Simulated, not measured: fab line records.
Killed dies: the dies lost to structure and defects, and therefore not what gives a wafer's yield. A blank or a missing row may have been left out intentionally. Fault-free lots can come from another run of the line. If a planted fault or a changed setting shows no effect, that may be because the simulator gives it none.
Split-lot trial / flow n5_finfet / 7 lots, 21 wafers read, on a route of 1938 steps

## SPLIT DETAILS
At N5_BEOL_M8_DESCUM_16 (chemistry O2, time 7.9 s), the setting time_s was moved away from the recipe's 7.9 s on 7 of the 21 wafers read, by -15.6% to +16.1%. For the rest of the wafers, this setting stayed at what the recipe calls for.

There is no step in the file separating the split from the reading.

## THE READING
CAR-ArF_of_BEOL_M8_COAT_05.thk_nm (the simulator's own value, which no gauge read), in nm, at N5_BEOL_M8_ETCH_61 (etches SiARC in CF4, target depth 45.5 nm, time 75.8 s). The file gives no usual value for it. Here, 14 wafers ran the recipe; their average is 50.8 nm with a standard deviation of 0.18 nm.

wafer=L077.1; tool, chamber at the split=rie_diel-03, 1,2; time_s as run, s=7.9; against the recipe=recipe; CAR-ArF_of_BEOL_M8_COAT_05.thk_nm, nm=51; against lot-mates on the recipe=-
wafer=L077.3; tool, chamber at the split=rie_diel-03, 1,2; time_s as run, s=7.9; against the recipe=recipe; CAR-ArF_of_BEOL_M8_COAT_05.thk_nm, nm=51; against lot-mates on the recipe=-
wafer=L077.2; tool, chamber at the split=rie_diel-03, 0; time_s as run, s=7.9; against the recipe=recipe; CAR-ArF_of_BEOL_M8_COAT_05.thk_nm, nm=50.8; against lot-mates on the recipe=-
wafer=L082.2; tool, chamber at the split=rie_diel-03, 1; time_s as run, s=7.9; against the recipe=recipe; CAR-ArF_of_BEOL_M8_COAT_05.thk_nm, nm=50.4; against lot-mates on the recipe=-
wafer=L082.3; tool, chamber at the split=rie_diel-03, 2; time_s as run, s=7.9; against the recipe=recipe; CAR-ArF_of_BEOL_M8_COAT_05.thk_nm, nm=50.6; against lot-mates on the recipe=-
wafer=L082.6; tool, chamber at the split=rie_diel-03, 1; time_s as run, s=8.47; against the recipe=+7.2%; CAR-ArF_of_BEOL_M8_COAT_05.thk_nm, nm=50.4; against lot-mates on the recipe=-0.1
wafer=L084.3; tool, chamber at the split=rie_diel-01, 2; time_s as run, s=7.9; against the recipe=recipe; CAR-ArF_of_BEOL_M8_COAT_05.thk_nm, nm=51; against lot-mates on the recipe=-
wafer=L084.5; tool, chamber at the split=rie_diel-01, 2,3; time_s as run, s=6.67; against the recipe=-15.6%; CAR-ArF_of_BEOL_M8_COAT_05.thk_nm, nm=51.8; against lot-mates on the recipe=+0.8
wafer=L084.6; tool, chamber at the split=rie_diel-01, 2,3; time_s as run, s=6.67; against the recipe=-15.6%; CAR-ArF_of_BEOL_M8_COAT_05.thk_nm, nm=51.6; against lot-mates on the recipe=+0.6
wafer=L085.1; tool, chamber at the split=rie_diel-04, 3,2; time_s as run, s=7.9; against the recipe=recipe; CAR-ArF_of_BEOL_M8_COAT_05.thk_nm, nm=50.8; against lot-mates on the recipe=-
wafer=L085.6; tool, chamber at the split=rie_diel-04, 3,2; time_s as run, s=7.9; against the recipe=recipe; CAR-ArF_of_BEOL_M8_COAT_05.thk_nm, nm=50.8; against lot-mates on the recipe=-
wafer=L085.5; tool, chamber at the split=rie_diel-04, 3; time_s as run, s=9.175; against the recipe=+16.1%; CAR-ArF_of_BEOL_M8_COAT_05.thk_nm, nm=50.2; against lot-mates on the recipe=-0.6
wafer=L087.2; tool, chamber at the split=rie_diel-03, 0,3; time_s as run, s=7.9; against the recipe=recipe; CAR-ArF_of_BEOL_M8_COAT_05.thk_nm, nm=51; against lot-mates on the recipe=-
wafer=L087.3; tool, chamber at the split=rie_diel-03, 0,3; time_s as run, s=7.9; against the recipe=recipe; CAR-ArF_of_BEOL_M8_COAT_05.thk_nm, nm=51; against lot-mates on the recipe=-
wafer=L087.6; tool, chamber at the split=rie_diel-03, 3; time_s as run, s=7.9; against the recipe=recipe; CAR-ArF_of_BEOL_M8_COAT_05.thk_nm, nm=50.8; against lot-mates on the recipe=-
wafer=L089.2; tool, chamber at the split=rie_diel-04, 1; time_s as run, s=6.714; against the recipe=-15.0%; CAR-ArF_of_BEOL_M8_COAT_05.thk_nm, nm=51.2; against lot-mates on the recipe=+0.6
wafer=L089.5; tool, chamber at the split=rie_diel-04, 1; time_s as run, s=7.9; against the recipe=recipe; CAR-ArF_of_BEOL_M8_COAT_05.thk_nm, nm=50.6; against lot-mates on the recipe=-
wafer=L089.6; tool, chamber at the split=rie_diel-04, 0; time_s as run, s=6.714; against the recipe=-15.0%; CAR-ArF_of_BEOL_M8_COAT_05.thk_nm, nm=51.6; against lot-mates on the recipe=+1.0
wafer=L093.2; tool, chamber at the split=rie_diel-03, 3; time_s as run, s=7.9; against the recipe=recipe; CAR-ArF_of_BEOL_M8_COAT_05.thk_nm, nm=50.8; against lot-mates on the recipe=-
wafer=L093.6; tool, chamber at the split=rie_diel-03, 3; time_s as run, s=7.9; against the recipe=recipe; CAR-ArF_of_BEOL_M8_COAT_05.thk_nm, nm=50.8; against lot-mates on the recipe=-
wafer=L093.3; tool, chamber at the split=rie_diel-03, 0; time_s as run, s=6.897; against the recipe=-12.7%; CAR-ArF_of_BEOL_M8_COAT_05.thk_nm, nm=51.6; against lot-mates on the recipe=+0.8
When a row names more than one chamber, that row covers several wafers, and the file does not tell which wafer ran in which chamber.

THE FIT
A straight line over all 21 wafers: CAR-ArF_of_BEOL_M8_COAT_05.thk_nm changes by -0.0478 nm for each +1% of time_s; r = -0.90; the points scatter about the line by 0.19 nm.
The same after taking each lot's own level away (the mean of its wafers on the recipe; 21 wafers): -0.0458 nm for each +1%; r = -0.95; scatter 0.12 nm.
According to that fit, moving time_s by its largest amount changes the reading by 0.74 nm.
Across the lots, their own levels run from 50.50 to 51.00 nm, a range of 2.8 times the standard deviation given above.
The two slopes are in agreement: the lot-to-lot level therefore moves the slope only a little.
Check: with one of the wafers moved furthest among these (+16.1%) left out of the fit, the line predicts -0.747 nm for it against its lot-mates. It came out at -0.6 nm against them.

## FURTHER SPLITS ON THESE WAFERS
Other splits were also applied to these wafers ahead of the reading. Each is held against what the fit with the lots' levels taken away leaves over:
other split on the same wafers=N5_BEOL_M5_COAT_66 spin_rpm; wafers away from the commonest value=6; r with CAR-ArF_of_BEOL_M8_COAT_05.thk_nm (lot level and that fit taken away)=+0.11
other split on the same wafers=N5_BEOL_M7_ILD_DEP_00 time_s; wafers away from the commonest value=13; r with CAR-ArF_of_BEOL_M8_COAT_05.thk_nm (lot level and that fit taken away)=+0.15
other split on the same wafers=N5_BEOL_M7_PECVD_70 time_s; wafers away from the commonest value=4; r with CAR-ArF_of_BEOL_M8_COAT_05.thk_nm (lot level and that fit taken away)=-0.07

## THE WHOLE CHAIN: every reading that the file lists as answering this split, in the file's order
step=N5_BEOL_M8_DESCUM_16; what it does=chemistry O2, time 7.9 s; reading=CAR-ArF_of_BEOL_M8_COAT_05.thk_nm (the simulator's own value, which no gauge read); change (the file's fit)=-0.0448 nm for each +1% of the setting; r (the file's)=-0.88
step=N5_BEOL_M8_ETCH_61; what it does=etches SiARC in CF4, target depth 45.5 nm, time 75.8 s; reading=CAR-ArF_of_BEOL_M8_COAT_05.thk_nm (the simulator's own value, which no gauge read); change (the file's fit)=-0.0462 nm for each +1% of the setting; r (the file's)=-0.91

## FILE'S OWN FIT
CAR-ArF_of_BEOL_M8_COAT_05.thk_nm changes by -0.0462 nm for each +1% of time_s, r = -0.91.
